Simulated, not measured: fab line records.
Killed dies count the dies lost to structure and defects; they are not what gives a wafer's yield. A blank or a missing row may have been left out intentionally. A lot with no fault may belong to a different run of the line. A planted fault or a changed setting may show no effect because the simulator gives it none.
fab line records	flow n5-finfet
[record] lots = 7	wafers = 39
route steps=1938 shown BEOL_M2@890 BEOL_M7@1308
start-h: hours from the record's first day to the start of the lot's first wafer shown	wait-h: hours since the lot's step before	" identical to the entry in the row above	L1.1+2: several wafers, shown together as one row	- no value present, or no start provided	* or withheld: withheld	< > ~ a bound
route shown NAME@n: NAME is a module with steps in the file, n the number in the route of the first one	usual: the fault-free wafers' mean and standard deviation	same: alike in all rows	chamber/n: place in a boat	sites: readings site by site	_std_site: standard deviation across them	_edge_site: outer sites' mean less inner sites'	radius-mm: for every site, how far away it sits from the centre of the wafer	mask NAME#n: copy n	behind: the last tool/chamber to shape the wafer	hold: why the lot was held/for how many hours/how that ended	device: the n, p or np transistor that did not switch	end of line: the route-end tests of the same wafers	where a step has no rows: the recipe by itself	killed: the dies lost at the first sort to structure and to defects; this is not the yield of the wafer	map: a wafer's dies, x killed, . not, _ none there
set.NAME: the setting that was run; set.NAME@STEP: the one run at that earlier step	model.NAME: the simulator's own value behind a step, which no gauge read
lots where settings were altered on purpose, with a table for each step and a row for each wafer
[[steps]]
[step N5_BEOL_M2_TRENCH_ETCH_37]
[recipe] chemistry = C4F6/O2	target-depth-a = 555.55	target = SiOC	time-s = 29.2	ion-energy-ev = 250	pressure-mtorr = 30	source-w = 355	bias-w = 185	Ar_flow_sccm = 300	C4F6_flow_sccm = 10	O2_flow_sccm = 10
lot.wafer	tool	chamber	start-h	wait-h	set.time-s	model.BEOL_M2.feature-depth-nm	model.etch.depth-nm	model.TiN_of_BEOL_M2_HM_DEP_02.thk-nm
L074.1	rie-diel-04	0	-	-	29.2	57	56.97	17.6
L074.2	"	3	"	"	16.72	31.6	31.58	18.8
L074.3	"	2	"	"	16.72	31.2	31.28	18.4
L074.4	"	1	"	"	16.72	32.4	32.38	19
L074.5	"	2	"	"	29.2	54	53.93	17.8
L074.6	"	3	"	"	29.2	54.8	54.89	18
L079.1	rie-diel-01	2	-	-	29.2	53.6	53.59	17.8
L079.2	"	1	"	"	29.2	57.2	57.26	17.6
L079.3	"	0	"	"	15.58	29.8	29.82	18.6
L079.4	"	1	"	"	15.58	30.6	30.56	18.4
L079.5	"	0	"	"	15.58	30	30	18.8
L079.6	"	2	"	"	29.2	53.4	53.46	17.8
L082.1	rie-diel-04	0	-	-	29.2	56.6	56.54	17.6
L082.2	"	1	"	"	29.2	56	56.08	17.4
L082.3	"	3	"	"	29.2	54.4	54.45	18
L082.4	"	3	"	"	29.2	54.6	54.5	17.6
L082.5	"	1	"	"	29.2	56.2	56.14	17.6
L082.6	"	0	"	"	29.2	56.8	56.75	17.4
L081.1	rie-diel-03	2	-	-	23.19	42.6	42.67	18
L081.2	"	3	"	"	29.2	53.2	53.16	18
L081.3	"	1	"	"	29.2	55.4	55.48	18.2
L081.4	"	0	"	"	23.19	44.6	44.59	18.2
L081.5	"	2	"	"	29.2	53.6	53.58	17.8
L081.6	"	3	"	"	23.19	42	42.07	18.2
L086.1	rie-diel-01	1	-	-	29.2	57	56.91	17.6
L086.3	"	2	"	"	29.2	52.8	52.87	18
L086.6	"	2	"	"	29.2	52.8	52.75	18
L091.1	rie-diel-04	0	-	-	11.99	23	22.94	19
L091.2	"	2	"	"	11.99	23.4	23.41	18.8
L091.3	"	3	"	"	29.2	54.4	54.35	17.4
L091.4	"	1	"	"	11.99	23.2	23.27	19
L091.5	"	3	"	"	29.2	53.8	53.8	17.6
L091.6	"	0	"	"	29.2	55.8	55.89	17.6
L094.1	rie-diel-01	3	-	-	13.15	24.6	24.65	19
L094.2	"	1	"	"	13.15	25.4	25.41	19.2
L094.3	"	0	"	"	29.2	55.8	55.72	17.8
L094.4	"	2	"	"	29.2	53.6	53.66	18
L094.5	"	3	"	"	29.2	55.2	55.18	17.6
L094.6	"	0	"	"	13.15	25.2	25.15	19.2
[step N5_BEOL_M2_ETCH_41]
[recipe] chemistry = CH3F/O2	target = SiCN	target-depth-a = 299	taper-deg = 2	time-s = 52.5	ion-energy-ev = 120	mask-material = TiN	pressure-mtorr = 30	source-w = 395	bias-w = 75	Ar_flow_sccm = 150	CH3F_flow_sccm = 30	O2_flow_sccm = 20
[step N5_BEOL_M2_STRIP_97]
[recipe] chemistry = N2/H2	time-s = 10	power-w = 450	temp-c = 40	pressure-mtorr = 20	rf-frequency-hz = 6e+07	bias-power-w = 7	n2-flow-sccm = 200	h2-flow-sccm = 200
[step N5_BEOL_M2_OCD_MEAS_38]
[usual] trench-depth-nm = 55.2/1.4
lot.wafer	tool	chamber	start-h	wait-h	set.time-s@BEOL_M2_TRENCH_ETCH_37	trench-depth-nm
L074.1	ocd-02	-	180.78	-	29.2	56.9
L074.2	"	-	"	"	16.72	31.5
L074.3	"	-	"	"	16.72	32.2
L074.4	"	-	"	"	16.72	32.2
L074.5	"	-	"	"	29.2	54.0
L074.6	"	-	"	"	29.2	55.2
L079.1	ocd-02	-	210.30	-	29.2	53.2
L079.2	"	-	"	"	29.2	57.1
L079.3	"	-	"	"	15.58	30.0
L079.4	"	-	"	"	15.58	30.2
L079.5	"	-	"	"	15.58	29.9
L079.6	"	-	"	"	29.2	53.4
L082.1	ocd-01	-	210.55	-	29.2	57.0
L082.2	"	-	"	"	29.2	56.1
L082.3	"	-	"	"	29.2	54.8
L082.4	"	-	"	"	29.2	54.3
L082.5	"	-	"	"	29.2	56.6
L082.6	"	-	"	"	29.2	56.6
L081.1	ocd-01	-	218.02	-	23.19	42.2
L081.2	"	-	"	"	29.2	52.9
L081.3	"	-	"	"	29.2	55.6
L081.4	"	-	"	"	23.19	44.7
L081.5	"	-	"	"	29.2	53.3
L081.6	"	-	"	"	23.19	42.1
L086.1	ocd-01	-	220.63	-	29.2	56.7
L086.3	"	-	"	"	29.2	52.7
L086.6	"	-	"	"	29.2	52.6
L091.1	ocd-01	-	292.41	-	11.99	22.9
L091.2	"	-	"	"	11.99	23.5
L091.3	"	-	"	"	29.2	55.0
L091.4	"	-	"	"	11.99	23.1
L091.5	"	-	"	"	29.2	53.9
L091.6	"	-	"	"	29.2	56.0
L094.1	ocd-01	-	300.43	-	13.15	24.9
L094.2	"	-	"	"	13.15	25.4
L094.3	"	-	"	"	29.2	55.5
L094.4	"	-	"	"	29.2	54.0
L094.5	"	-	"	"	29.2	54.9
L094.6	"	-	"	"	13.15	25.2
[step N5_BEOL_M2_HM_STRIP_39]
[recipe] chemistry = peroxide-tin-strip	material = TiN	target-depth-a = 250	temp-c = 50	time-s = 158
[step N5_BEOL_M2_SRD_40]
[recipe] time-s = 30	temp-c = 23	rinse-liquid = diw	dry = ipa-marangoni
[step N5_BEOL_M2_ECD_50]
[recipe] material = Cu	target-thk-a = 3000
[step N5_BEOL_M2_ANNEAL_51]
[recipe] temp-c = 225	time-s = 90	ambient = N2
[step N5_BEOL_M2_CMP_52]
[recipe] stop-on = SiOC	t-overpolish-s = 6.8	down-force-psi = 1	platen-rpm = 50	clearing-platen-down-force-psi = 1.5	clearing-platen-rpm = 50	post-cmp-clean = cu-alkaline	target-thk-nm = 40	clearing-platen-pad-velocity-m-s = 0.99484	pad-velocity-m-s = 0.99484
lot.wafer	tool	chamber	start-h	wait-h	set.time-s@BEOL_M2_TRENCH_ETCH_37	model.Cu_of_BEOL_M2_ECD_50.thk-nm
L074.2	cmp-04	0	184.34	0.2	16.72	16
L074.3	"	1	"	"	16.72	17.6
L074.4	"	2	"	"	16.72	18.2
L074.1	"	3	"	"	29.2	40
L074.5	"	0	"	"	29.2	38.4
L074.6	"	1	"	"	29.2	41
L079.4	cmp-04	1	213.86	0.1	15.58	16.2
L079.2	"	2	"	"	29.2	43.4
L079.3	"	3	"	"	15.58	11
L079.1	"	0	"	"	29.2	37.2
L079.5	"	1	"	"	15.58	14.8
L079.6	"	2	"	"	29.2	38.2
L082.3	cmp-04	3	215.18	0.2	29.2	37
L082.2	"	0	"	"	29.2	41.8
L082.1	"	1	"	"	29.2	45
L082.4	"	2	"	"	29.2	40.2
L082.6	"	3	"	"	29.2	41
L082.5	"	0	"	"	29.2	42.2
L081.3	cmp-04	1	221.60	0.2	29.2	40.4
L081.1	"	2	"	"	23.19	26.8
L081.2	"	3	"	"	29.2	33.6
L081.4	"	0	"	"	23.19	28.6
L081.5	"	1	"	"	29.2	38.6
L081.6	"	2	"	"	23.19	27.2
L086.3	cmp-03	2	224.08	0.2	29.2	37.4
L086.1	"	1	"	"	29.2	42.2
L086.6	"	2	"	"	29.2	37
L091.1	cmp-04	3	296.84	0.3	11.99	5.2
L091.2	"	0	"	"	11.99	8
L091.4	"	1	"	"	11.99	8.4
L091.3+6	"	2,0	"	"	29.2	38.2
L091.5	"	3	"	"	29.2	36.4
L094.4	cmp-03	0	305.23	0.1	29.2	39
L094.3	"	1	"	"	29.2	41.2
L094.1	"	2	"	"	13.15	10.2
L094.2	"	3	"	"	13.15	10.6
L094.6	"	0	"	"	13.15	10.4
L094.5	"	1	"	"	29.2	41.6
[step N5_BEOL_M2_THK_MEAS_53]
[recipe] thk-meas-gauge = xrf	reads = Cu_of_BEOL_M2_ECD_50
[usual] M2_THK = 39.9/1.9
lot.wafer	tool	chamber	start-h	wait-h	set.time-s@BEOL_M2_TRENCH_ETCH_37	M2_THK[nm]
L074.1	film-metro-02	-	184.63	-	29.2	40.2
L074.2	"	-	"	"	16.72	16.1
L074.3	"	-	"	"	16.72	17.9
L074.4	"	-	"	"	16.72	18.2
L074.5	"	-	"	"	29.2	38.6
L074.6	"	-	"	"	29.2	41.4
L079.1	film-metro-01	-	214.15	-	29.2	37.2
L079.2	"	-	"	"	29.2	43.7
L079.3	"	-	"	"	15.58	10.9
L079.4	"	-	"	"	15.58	16.2
L079.5	"	-	"	"	15.58	14.9
L079.6	"	-	"	"	29.2	38.2
L082.1	film-metro-01	-	215.47	-	29.2	44.8
L082.2	"	-	"	"	29.2	41.7
L082.3	"	-	"	"	29.2	36.9
L082.4	"	-	"	"	29.2	40.1
L082.5	"	-	"	"	29.2	42.3
L082.6	"	-	"	"	29.2	41.0
L081.1	film-metro-01	-	221.90	-	23.19	27.0
L081.2	"	-	"	"	29.2	33.5
L081.3	"	-	"	"	29.2	40.6
L081.4	"	-	"	"	23.19	28.7
L081.5	"	-	"	"	29.2	38.8
L081.6	"	-	"	"	23.19	27.3
L086.1	film-metro-02	-	224.37	-	29.2	42.7
L086.3	"	-	"	"	29.2	37.9
L086.6	"	-	"	"	29.2	37.3
L091.1	film-metro-01	-	297.13	-	11.99	5.2
L091.2	"	-	"	"	11.99	8.1
L091.3	"	-	"	"	29.2	38.8
L091.4	"	-	"	"	11.99	8.5
L091.5	"	-	"	"	29.2	36.7
L091.6	"	-	"	"	29.2	38.6
L094.1	film-metro-02	-	305.53	-	13.15	10.1
L094.2	"	-	"	"	13.15	10.7
L094.3	"	-	"	"	29.2	41.3
L094.4	"	-	"	"	29.2	39.3
L094.5	"	-	"	"	29.2	41.9
L094.6	"	-	"	"	13.15	10.5
[step N5_BEOL_M7_TRENCH_ETCH_37]
[recipe] chemistry = C4F6/O2	target-depth-a = 934.78	target = SiCOH_lowk	time-s = 31.2	ion-energy-ev = 250	pressure-mtorr = 30	source-w = 345	bias-w = 185	Ar_flow_sccm = 300	C4F6_flow_sccm = 10	O2_flow_sccm = 10
lot.wafer	tool	chamber	start-h	wait-h	set.target-depth-a	model.etch.depth-nm	model.BEOL_M7.feature-depth-nm	model.TiN_of_BEOL_M7_HM_DEP_02.thk-nm
L074.1	rie-diel-06	2	-	-	934.78	90.26	90.2	17.6
L074.2	"	3	"	"	690.9	73.24	73.2	18
L074.3	"	0	"	"	690.9	68.64	68.6	18
L074.4	"	1	"	"	934.78	91.34	91.4	17.2
L074.5	"	1	"	"	690.9	67.67	67.6	18.4
L074.6	"	2	"	"	934.78	90.85	90.8	17.4
L082.1	rie-diel-05	3	-	-	934.78	90.25	90.2	17.6
L082.2	"	1	"	"	934.78	89.75	89.8	17.8
L082.3	"	2	"	"	1391	137.9	138	16.4
L082.4	"	0	"	"	934.78	91.09	91	17.2
L082.5	"	1	"	"	1391	133.2	133.2	16.2
L082.6	"	2	"	"	1391	138.3	138.2	16.4
L079.1	rie-diel-06	0	-	-	934.78	91.15	91.2	17.8
L079.2	"	3	"	"	1077	113.2	113.2	16.6
L079.3	"	1	"	"	1077	106.6	106.6	17.4
L079.4	"	3	"	"	934.78	98.2	98.2	17.2
L079.5	"	0	"	"	934.78	91.45	91.4	17.6
L079.6	"	1	"	"	1077	106.2	106.2	17.2
L086.1	rie-diel-05	0	-	-	934.78	90.92	91	17
L086.3	"	1	"	"	934.78	90.02	90	17.4
L086.6	"	1	"	"	934.78	88.82	88.8	17.2
L081.1	rie-diel-02	2	-	-	934.78	91.84	91.8	17.6
L081.2	"	0	"	"	934.78	94.35	94.4	17.4
L081.3	"	3	"	"	934.78	90.48	90.4	17.8
L081.4	"	1	"	"	934.78	88.9	89	17.6
L081.5	"	2	"	"	934.78	92.45	92.4	17.2
L081.6	"	3	"	"	934.78	89.72	89.8	17.4
L091.1	rie-diel-02	3	-	-	934.78	90.44	90.4	17.4
L091.2	"	1	"	"	934.78	91.02	91	17.2
L091.3	"	0	"	"	630.8	63.42	63.4	17.8
L091.4	"	2	"	"	630.8	61.94	62	18
L091.5	"	1	"	"	934.78	90.08	90	17.2
L091.6	"	0	"	"	630.8	63.45	63.4	18
L094.1	rie-diel-05	3	-	-	1493	146.5	146.4	16.2
L094.2	"	0	"	"	1493	147.5	147.6	16.2
L094.3	"	1	"	"	934.78	93.7	93.6	17.8
L094.4	"	2	"	"	1493	148.8	148.8	16.4
L094.5	"	3	"	"	934.78	91.73	91.8	18
L094.6	"	0	"	"	934.78	92.91	93	17.8
[step N5_BEOL_M7_ETCH_41]
[recipe] chemistry = CH3F/O2	target = SiCN	target-depth-a = 319	taper-deg = 2	time-s = 57.8	ion-energy-ev = 120	mask-material = TiN	pressure-mtorr = 30	source-w = 395	bias-w = 75	Ar_flow_sccm = 150	CH3F_flow_sccm = 30	O2_flow_sccm = 20
[step N5_BEOL_M7_STRIP_80]
[recipe] chemistry = N2/H2	time-s = 10	power-w = 450	temp-c = 40	pressure-mtorr = 20	rf-frequency-hz = 6e+07	bias-power-w = 7	n2-flow-sccm = 200	h2-flow-sccm = 200
[step N5_BEOL_M7_OCD_MEAS_38]
[usual] trench-depth-nm = 92.6/2.3
lot.wafer	tool	chamber	start-h	wait-h	set.target-depth-a@BEOL_M7_TRENCH_ETCH_37	trench-depth-nm
L074.1	ocd-01	-	271.08	-	934.78	90.1
L074.2	"	-	"	"	690.9	72.9
L074.3	"	-	"	"	690.9	68.7
L074.4	"	-	"	"	934.78	90.9
L074.5	"	-	"	"	690.9	68.1
L074.6	"	-	"	"	934.78	90.8
L082.1	ocd-01	-	312.75	-	934.78	90.2
L082.2	"	-	"	"	934.78	89.7
L082.3	"	-	"	"	1391	138.3
L082.4	"	-	"	"	934.78	91.6
L082.5	"	-	"	"	1391	133.1
L082.6	"	-	"	"	1391	138.7
L079.1	ocd-01	-	316.47	-	934.78	90.9
L079.2	"	-	"	"	1077	113.2
L079.3	"	-	"	"	1077	106.5
L079.4	"	-	"	"	934.78	98.3
L079.5	"	-	"	"	934.78	91.4
L079.6	"	-	"	"	1077	106.1
L086.1	ocd-02	-	325.53	-	934.78	90.8
L086.3	"	-	"	"	934.78	89.9
L086.6	"	-	"	"	934.78	88.8
L081.1	ocd-01	-	337.34	-	934.78	92.0
L081.2	"	-	"	"	934.78	94.2
L081.3	"	-	"	"	934.78	90.9
L081.4	"	-	"	"	934.78	88.7
L081.5	"	-	"	"	934.78	92.6
L081.6	"	-	"	"	934.78	90.1
L091.1	ocd-02	-	389.39	-	934.78	90.3
L091.2	"	-	"	"	934.78	90.9
L091.3	"	-	"	"	630.8	63.6
L091.4	"	-	"	"	630.8	61.7
L091.5	"	-	"	"	934.78	89.7
L091.6	"	-	"	"	630.8	63.6
L094.1	ocd-02	-	392.74	-	1493	146.5
L094.2	"	-	"	"	1493	147.8
L094.3	"	-	"	"	934.78	93.8
L094.4	"	-	"	"	1493	148.7
L094.5	"	-	"	"	934.78	91.7
L094.6	"	-	"	"	934.78	92.8
[step N5_BEOL_M7_HM_STRIP_39]
[recipe] chemistry = peroxide-tin-strip	material = TiN	target-depth-a = 250	temp-c = 50	time-s = 158
[step N5_BEOL_M7_SRD_40]
[recipe] time-s = 30	temp-c = 23	rinse-liquid = diw	dry = ipa-marangoni
[step N5_BEOL_M7_ECD_50]
[recipe] material = Cu	target-thk-a = 3000
[step N5_BEOL_M7_ANNEAL_51]
[recipe] temp-c = 225	time-s = 90	ambient = N2
[step N5_BEOL_M7_CMP_52]
[recipe] stop-on = SiCOH_lowk	t-overpolish-s = 6.9	down-force-psi = 1	platen-rpm = 50	clearing-platen-down-force-psi = 1.5	clearing-platen-rpm = 50	post-cmp-clean = cu-alkaline	target-thk-nm = 80	clearing-platen-pad-velocity-m-s = 0.99484	pad-velocity-m-s = 0.99484
lot.wafer	tool	chamber	start-h	wait-h	set.target-depth-a@BEOL_M7_TRENCH_ETCH_37	model.Cu_of_BEOL_M7_ECD_50.thk-nm
L074.4	cmp-01	2	273.96	0.1	934.78	76.6
L074.3+5	"	3	"	"	690.9	55
L074.1	"	0	"	"	934.78	76.8
L074.2	"	1	"	"	690.9	59.4
L074.6	"	2	"	"	934.78	76
L082.3	cmp-03	1	314.83	0.2	1391	126.6
L082.4	"	2	"	"	934.78	77.4
L082.1	"	3	"	"	934.78	77
L082.2	"	0	"	"	934.78	76.6
L082.5	"	1	"	"	1391	121.4
L082.6	"	2	"	"	1391	124
L079.4	cmp-03	0	318.76	0.1	934.78	84.6
L079.1	"	1	"	"	934.78	78.6
L079.3	"	2	"	"	1077	94
L079.2	"	3	"	"	1077	98.6
L079.5	"	0	"	"	934.78	77.8
L079.6	"	1	"	"	1077	93.6
L086.1	cmp-02	1	329.13	0.3	934.78	78.2
L086.3	"	3	"	"	934.78	77
L086.6	"	0	"	"	934.78	76.6
L081.3	cmp-01	2	339.58	0.2	934.78	76
L081.2	"	3	"	"	934.78	82.2
L081.1	"	0	"	"	934.78	79
L081.4	"	1	"	"	934.78	74.2
L081.6	"	2	"	"	934.78	75.4
L081.5	"	3	"	"	934.78	79.4
L091.4	cmp-01	0	393.25	0.1	630.8	49.2
L091.3	"	1	"	"	630.8	48.8
L091.1	"	2	"	"	934.78	75.4
L091.2	"	3	"	"	934.78	76.8
L091.6	"	0	"	"	630.8	50.6
L091.5	"	1	"	"	934.78	75.8
L094.1	cmp-01	2	396.28	0.3	1493	131.8
L094.4	"	3	"	"	1493	135.8
L094.3	"	0	"	"	934.78	81
L094.2	"	1	"	"	1493	133.4
L094.6	"	2	"	"	934.78	78
L094.5	"	3	"	"	934.78	78.6
[step N5_BEOL_M7_THK_MEAS_53]
[recipe] thk-meas-gauge = xrf	reads = Cu_of_BEOL_M7_ECD_50
[usual] M7_THK = 79.5/2.6
lot.wafer	tool	chamber	start-h	wait-h	set.target-depth-a@BEOL_M7_TRENCH_ETCH_37	M7_THK[nm]
L074.1	film-metro-01	-	274.25	-	934.78	76.4
L074.2	"	-	"	"	690.9	58.9
L074.3	"	-	"	"	690.9	54.8
L074.4	"	-	"	"	934.78	76.2
L074.5	"	-	"	"	690.9	54.7
L074.6	"	-	"	"	934.78	75.5
L082.1	film-metro-02	-	315.12	-	934.78	77.6
L082.2	"	-	"	"	934.78	76.6
L082.3	"	-	"	"	1391	127.2
L082.4	"	-	"	"	934.78	77.4
L082.5	"	-	"	"	1391	122.0
L082.6	"	-	"	"	1391	124.2
L079.1	film-metro-01	-	319.05	-	934.78	79.4
L079.2	"	-	"	"	1077	98.8
L079.3	"	-	"	"	1077	94.3
L079.4	"	-	"	"	934.78	85.2
L079.5	"	-	"	"	934.78	78.3
L079.6	"	-	"	"	1077	94.0
L086.1	film-metro-01	-	329.39	-	934.78	78.0
L086.3	"	-	"	"	934.78	76.6
L086.6	"	-	"	"	934.78	76.6
L081.1	film-metro-01	-	339.87	-	934.78	79.3
L081.2	"	-	"	"	934.78	82.7
L081.3	"	-	"	"	934.78	76.7
L081.4	"	-	"	"	934.78	74.9
L081.5	"	-	"	"	934.78	79.4
L081.6	"	-	"	"	934.78	75.5
L091.1	film-metro-01	-	393.54	-	934.78	75.5
L091.2	"	-	"	"	934.78	76.8
L091.3	"	-	"	"	630.8	49.0
L091.4	"	-	"	"	630.8	49.2
L091.5	"	-	"	"	934.78	75.8
L091.6	"	-	"	"	630.8	50.7
L094.1	film-metro-02	-	396.58	-	1493	132.3
L094.2	"	-	"	"	1493	133.6
L094.3	"	-	"	"	934.78	81.3
L094.4	"	-	"	"	1493	136.8
L094.5	"	-	"	"	934.78	79.0
L094.6	"	-	"	"	934.78	78.3
[step N5_BEOL_M7_PRE_CLEAN_55]
[recipe] gas = NH3	time-s = 15	temp-c = withheld	rf-power-w = 300
[step N5_BEOL_M7_DEP_56]
[recipe] material = SiCN	target-thk-a = 100	temp-c = withheld	precursor = 3MS/NH3	pressure-torr = 3	rf-w = 202	time-s = 17.5
[step N5_BEOL_M7_RS_MEAS_57]
[recipe] thk-meas-gauge = four-point-probe	reads = Cu_of_BEOL_M7_ECD_50+Co_of_BEOL_M7_CVD_78+TaN_of_BEOL_M7_ALD_77
[usual] M7_RS = 0.290/0.011
lot.wafer	tool	chamber	start-h	wait-h	set.target-depth-a@BEOL_M7_TRENCH_ETCH_37	M7_RS[ohm/sq]
L074.1	film-metro-01	-	274.39	0.1	934.78	0.299
L074.2	"	-	"	"	690.9	0.408
L074.3	"	-	"	"	690.9	0.450
L074.4	"	-	"	"	934.78	0.300
L074.5	"	-	"	"	690.9	0.449
L074.6	"	-	"	"	934.78	0.304
L082.1	film-metro-01	-	315.26	0.1	934.78	0.298
L082.2	"	-	"	"	934.78	0.301
L082.3	"	-	"	"	1391	0.169
L082.4	"	-	"	"	934.78	0.296
L082.5	"	-	"	"	1391	0.177
L082.6	"	-	"	"	1391	0.174
L079.1	film-metro-02	-	319.18	0.1	934.78	0.292
L079.2	"	-	"	"	1077	0.225
L079.3	"	-	"	"	1077	0.237
L079.4	"	-	"	"	934.78	0.268
L079.5	"	-	"	"	934.78	0.295
L079.6	"	-	"	"	1077	0.239
L086.1	film-metro-02	-	329.52	0.1	934.78	0.294
L086.3	"	-	"	"	934.78	0.300
L086.6	"	-	"	"	934.78	0.301
L081.1	film-metro-02	-	340.00	0.1	934.78	0.291
L081.2	"	-	"	"	934.78	0.277
L081.3	"	-	"	"	934.78	0.304
L081.4	"	-	"	"	934.78	0.313
L081.5	"	-	"	"	934.78	0.289
L081.6	"	-	"	"	934.78	0.307
L091.1	film-metro-01	-	393.67	0.1	934.78	0.307
L091.2	"	-	"	"	934.78	0.300
L091.3	"	-	"	"	630.8	0.520
L091.4	"	-	"	"	630.8	0.515
L091.5	"	-	"	"	934.78	0.304
L091.6	"	-	"	"	630.8	0.497
L094.1	film-metro-01	-	396.71	0.1	1493	0.162
L094.2	"	-	"	"	1493	0.159
L094.3	"	-	"	"	934.78	0.281
L094.4	"	-	"	"	1493	0.157
L094.5	"	-	"	"	934.78	0.292
L094.6	"	-	"	"	934.78	0.294
[[key]]
[split] step = N5_BEOL_M2_TRENCH_ETCH_37	setting = time-s	stated = 29.2	by = wafer
[response] step = N5_BEOL_M2_TRENCH_ETCH_37	reading = model.BEOL_M2.feature-depth-nm	change = +0.538	per = 1%	r = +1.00
[response] step = N5_BEOL_M2_TRENCH_ETCH_37	reading = model.etch.depth-nm	change = +0.538	per = 1%	r = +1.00
[response] step = N5_BEOL_M2_TRENCH_ETCH_37	reading = model.TiN_of_BEOL_M2_HM_DEP_02.thk-nm	change = -0.0219	per = 1%	r = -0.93
[response] step = N5_BEOL_M2_OCD_MEAS_38	reading = trench-depth-nm	change = +0.538	per = 1%	r = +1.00
[response] step = N5_BEOL_M2_CMP_52	reading = model.Cu_of_BEOL_M2_ECD_50.thk-nm	change = +0.532	per = 1%	r = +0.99
[response] step = N5_BEOL_M2_THK_MEAS_53	reading = M2_THK	change = +0.536	per = 1%	r = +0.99
[split] step = N5_BEOL_M7_TRENCH_ETCH_37	setting = target-depth-a	stated = 934.78	by = wafer
[response] step = N5_BEOL_M7_TRENCH_ETCH_37	reading = model.etch.depth-nm	change = +0.909	per = 1%	r = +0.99
[response] step = N5_BEOL_M7_TRENCH_ETCH_37	reading = model.BEOL_M7.feature-depth-nm	change = +0.909	per = 1%	r = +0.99
[response] step = N5_BEOL_M7_TRENCH_ETCH_37	reading = model.TiN_of_BEOL_M7_HM_DEP_02.thk-nm	change = -0.0255	per = 1%	r = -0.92
[response] step = N5_BEOL_M7_OCD_MEAS_38	reading = trench-depth-nm	change = +0.908	per = 1%	r = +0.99
[response] step = N5_BEOL_M7_CMP_52	reading = model.Cu_of_BEOL_M7_ECD_50.thk-nm	change = +0.904	per = 1%	r = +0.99
[response] step = N5_BEOL_M7_THK_MEAS_53	reading = M7_THK	change = +0.906	per = 1%	r = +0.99
[response] step = N5_BEOL_M7_RS_MEAS_57	reading = M7_RS	shape = bent	at-lowest = 0.511	at-stated = 0.296	at-highest = 0.159
